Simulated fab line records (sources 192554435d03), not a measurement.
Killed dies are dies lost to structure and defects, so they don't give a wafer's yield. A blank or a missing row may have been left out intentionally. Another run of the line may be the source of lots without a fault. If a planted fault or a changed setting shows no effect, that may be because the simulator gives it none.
Which tool is to blame?	flow n5 finfet	40 wafers from 14 lots sampled at 2 of the route's 1938 steps

WHAT THE GAUGES READ, wafer by wafer
N5_BEOL_M1_CD_MEAS_11: the cd target is 17.05 nm.
lot	measured	on	cd nm (nm)
L413	day 6 08:36	cd sem-01	17.48 16.85
L414	day 6 13:55	cd sem-03	17.31 16.96 16.97
L416	day 6 21:02	cd sem-01	16.92 17.01 16.95
L421	day 8 00:46	cd sem-03	17.42 17.38 16.92
L422	day 8 07:22	cd sem-03	16.80 16.82 16.82
L425	day 9 02:57	cd sem-03	16.94 17.12 16.95
L426	day 9 06:29	cd sem-03	17.08 17.16 17.04
L427	day 9 14:22	cd sem-02	16.65 16.81 17.12
L429	day 10 00:28	cd sem-03	17.27 16.80 17.33
L430	day 10 06:44	cd sem-01	17.49 17.10 17.10
L431	day 10 12:43	cd sem-01	16.82 17.08
L433	day 11 01:46	cd sem-03	17.21 16.99 17.23
L435	day 11 09:47	cd sem-02	17.43 17.05 17.41
L436	day 11 16:21	cd sem-03	17.23 16.89 16.90

WHAT TOOL EACH LOT RAN ON (gives the tool, then ch and the chambers of the sampled wafers, and finally the start)
lot	N5_BEOL_M1_HM_DEP_02
L413	pvd sputter-01, day 6 08:05
L414	pvd sputter-01, day 6 13:24
L416	pvd sputter-01, day 6 20:39
L421	pvd sputter-03, day 8 00:22
L422	pvd sputter-02, day 8 06:51
L425	pvd sputter-02, day 9 02:26
L426	pvd sputter-02, day 9 06:06
L427	pvd sputter-02, day 9 13:49
L429	pvd sputter-03, day 9 23:56
L430	pvd sputter-03, day 10 06:20
L431	pvd sputter-02, day 10 12:20
L433	pvd sputter-03, day 11 01:22
L435	pvd sputter-03, day 11 09:24
L436	pvd sputter-03, day 11 15:50
- N5_BEOL_M1_HM_DEP_02: deposits TiN, target thk 20 nm.

WHAT THE TOOLS THEMSELVES READ (means of the sampled wafers that have a number; where no wafer has one, the mark that the record gives instead)
N5_BEOL_M1_HM_DEP_02.
lot	tool	susceptor temp C (C)	throttle valve pct (%)
L413	pvd sputter-01	24.98	30.6
L414	pvd sputter-01	25.00	29.8
L416	pvd sputter-01	25.00	29.9
L421	pvd sputter-03	24.96	30.0
L422	pvd sputter-02	24.98	29.6
L425	pvd sputter-02	25.01	29.9
L426	pvd sputter-02	24.99	30.6
L427	pvd sputter-02	24.99	29.9
L429	pvd sputter-03	24.88	30.6
L430	pvd sputter-03	25.04	30.3
L431	pvd sputter-02	24.96	29.4
L433	pvd sputter-03	25.03	30.2
L435	pvd sputter-03	24.98	30.3
L436	pvd sputter-03	25.13	30.2

THE ANSWER, worked out from the rows above alone
Rule: the usual values come from the lots themselves. Put in order of their means at a reading, lots are off if they are a third of the lots or fewer, leave a main group of 4 or more, and stand apart from it by a gap of 3 or more times the standard deviation of the main group's means; of several such gaps the widest counts. A main group whose means are all the same, to the digits that the tables above print for the reading, isn't used. A lot without any number at a reading at which 4 lots or more have one is off too. Where the step has rows for the other lots, those lots are counted as sound. Order of review: gauges by route order, followed by the tools' own readings, for which a lot's mean as printed above is used. The first step at which some lot is off is used, and at that step the reading that is off furthest; a lot without a number counts as furthest.
No lot is off on any of the readings shown, so nothing can be concluded from this.

WHAT WAS PUT IN BY THE SIMULATOR
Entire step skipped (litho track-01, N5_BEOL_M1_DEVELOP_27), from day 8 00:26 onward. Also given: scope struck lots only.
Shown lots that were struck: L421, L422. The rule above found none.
